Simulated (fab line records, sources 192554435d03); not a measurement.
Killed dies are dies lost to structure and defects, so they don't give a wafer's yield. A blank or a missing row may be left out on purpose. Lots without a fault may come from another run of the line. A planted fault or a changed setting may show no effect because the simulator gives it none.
A struck lot beside a sound one | flow n5_finfet | 15 steps out of a route of 1938
Sound: wafers L255.1, L255.2, L255.5. Struck: wafers L262.2, L262.5. (L262.6 of the same lot was not struck and is left out.) The cause comes at the end.
At each step with rows: each side's tool, then ch and its chambers, then its first start. Under that, the readings that differ: sound wafers | struck wafers | difference of the means | sigmas: that difference in standard deviations of wafers without a fault.
alike: readings whose means differ by less than 2 such deviations, and words and numbers that are the same on both sides. not compared: withheld readings, readings that some wafer has no value for, bounds like >300 that may hide the same value, and numbers for which the record gives no deviation and whose values overlap.
The two part at a step that has a row with sigmas, a row that says differs or no value, or rows on one side only. Numbers that don't overlap but have no deviation are shown without sigmas and don't part them. A reading that every wafer of one side lacks parts them only if that side has two wafers or more.

first, 2 steps without rows for these wafers: N5_BEOL_M0_SAQP_PEB_12 (peb time 60 s); N5_BEOL_M0_SAQP_DEVELOP_13 (develop time 30 s).
N5_BEOL_M0_SAQP_CD_MEAS_14: target cd 42.5 nm.
  sound on cd_sem-03 ch 0, day 7 10:36; struck on cd_sem-02 ch 0, day 8 23:37
  alike: cd_nm
N5_BEOL_M0_SAQP_OVL_MEAS_15:
  sound on overlay-01 ch 0, day 7 10:38; struck on overlay-01 ch 0, day 8 23:39
  alike: M0_CORE_OVL
N5_BEOL_M0_SAQP_INSPECT_16: inspects for defects (brightfield).
  sound on defect_inspect-01, day 7 10:39; struck on defect_inspect-01, day 8 23:40
  alike: raw_defect_count
N5_BEOL_M0_SAQP_DESCUM_19: chemistry O2, time 7.9 s.
  sound on rie_diel-03 ch 1,2, day 7 10:41; struck on rie_diel-03 ch 3, day 8 23:49
  alike: bias_power_w, chamber_pressure_mTorr, drypump_motor_current_A, oes_product_au, rf_vpp_V, showerhead_plenum_p_Torr, throttle_valve_pct
  not compared: rf_hours_counter_h
N5_BEOL_M0_SAQP_ETCH_83: etches SiARC in CF4, target depth 39 nm, time 65 s.
  sound on rie_diel-03 ch 1,2, day 7 10:43; struck on rie_diel-03 ch 3, day 8 23:51
  alike: chamber_pressure_mTorr, drypump_motor_current_A, etch_rf_on_time_s, oes_product_au, rf_vpp_V, showerhead_plenum_p_Torr, throttle_valve_pct
  not compared: rf_hours_counter_h
N5_BEOL_M0_SAQP_ETCH_84: etches SOC in N2/H2, target depth 100 nm, overetch 20 nm, time 150 s.
  sound on rie_diel-03 ch 1,2, day 7 10:46; struck on rie_diel-03 ch 3, day 8 23:54
  alike: chamber_pressure_mTorr, drypump_motor_current_A, oes_product_au, rf_vpp_V, showerhead_plenum_p_Torr, throttle_valve_pct
  not compared: rf_hours_counter_h
then, 1 step without rows for these wafers: N5_BEOL_M0_SAQP_STRIP_80 (strips in N2/H2).
N5_BEOL_M0_SAQP_HM_OPEN_112: chemistry CHF3/O2, target SiO2, stops on a-Si, target depth 12 nm, time 13.5 s.
  sound on rie_diel-03 ch 1,2, day 7 10:53; struck on rie_diel-03 ch 3, day 9 00:01
  alike: chamber_pressure_mTorr, drypump_motor_current_A, oes_product_au, rf_vpp_V, showerhead_plenum_p_Torr, throttle_valve_pct
  not compared: rf_hours_counter_h
then, 1 step without rows for these wafers: N5_BEOL_M0_SAQP_STRIP_113 (strips in CHF3/O2).
N5_BEOL_M0_SAQP_MANDREL_ETCH_20: etches a-Si in HBr/Cl2, stops on SiNx, target depth 60 nm, bt time 10 s, time 30 s.
  sound on rie_si-03 ch 0,2, day 7 10:58; struck on rie_si-05 ch 1,3, day 9 00:05
  alike: chamber_pressure_mTorr, drypump_motor_current_A, oes_product_au, throttle_valve_pct
  not compared: rf_hours_counter_h
N5_BEOL_M0_SAQP_STRIP_86: strips in N2/H2.
  sound on rie_diel-03 ch 1,3, day 7 11:04; struck on rie_diel-03 ch 3, day 9 00:11
  reading                | sound             | struck      | difference | sigmas
  h2_flow_sccm (sccm)    | 300.3 300.4 301.2 | 328.0 327.9 | +27.3      | +25
  throttle_valve_pct (%) | 18.86 19.08 19.11 | 21.69 21.73 | +2.69      | +11
  alike: bias_power_w, chamber_pressure_mTorr, drypump_motor_current_A, oes_product_au, rf_vpp_V, showerhead_plenum_p_Torr
  not compared: rf_hours_counter_h
then, 1 step without rows for these wafers: N5_BEOL_M0_SAQP_STRIP_115 (strips in post etch residue remover, time 60 s).
-- the record jumps here: 3 days lie between the struck wafers' starts before and after (it left off in module BEOL_M0_SAQP and takes up again in module BEOL_M4, whose first step shown is number 1111 of the route) --
N5_BEOL_M4_RC_MEAS_101:
  sound on prober-01 ch 0, day 9 18:42; struck on prober-01 ch 0, day 11 15:24
  reading        | sound             | struck      | difference | sigmas
  DIBL_N (mV/V)  | 33.0 35.6 32.6    | 38.5 38.5   | +4.8       | +3
  DIBL_P (mV/V)  | 32.6 37.2 32.3    | 39.4 40.3   | +5.8       | +3
  IOFF_N (nA/um) | 0.099 0.149 0.101 | 0.208 0.212 | +0.094     | +3
  IOFF_P (nA/um) | 0.16 0.24 0.17    | 0.28 0.31   | +0.11      | +3
  SS_N (mV/dec)  | 70.2 71.4 71.0    | 72.2 72.4   | +1.4       | +2
  VT_N (mV)      | 258.6 249.2 256.5 | 245.6 245.3 | -9.3       | -3
  alike: ION_N, ION_P, SS_P, VT_P

WHERE THEY PART
First at N5_BEOL_M0_SAQP_STRIP_86; last, within this record, at N5_BEOL_M4_RC_MEAS_101.

WHY: what the simulator had put in
Process parameter drift: rie_diel-03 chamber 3, from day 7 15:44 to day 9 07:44, at N5_BEOL_M0_SAQP_STRIP_86. Setting h2_flow_sccm, moved by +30, from 300. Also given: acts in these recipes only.
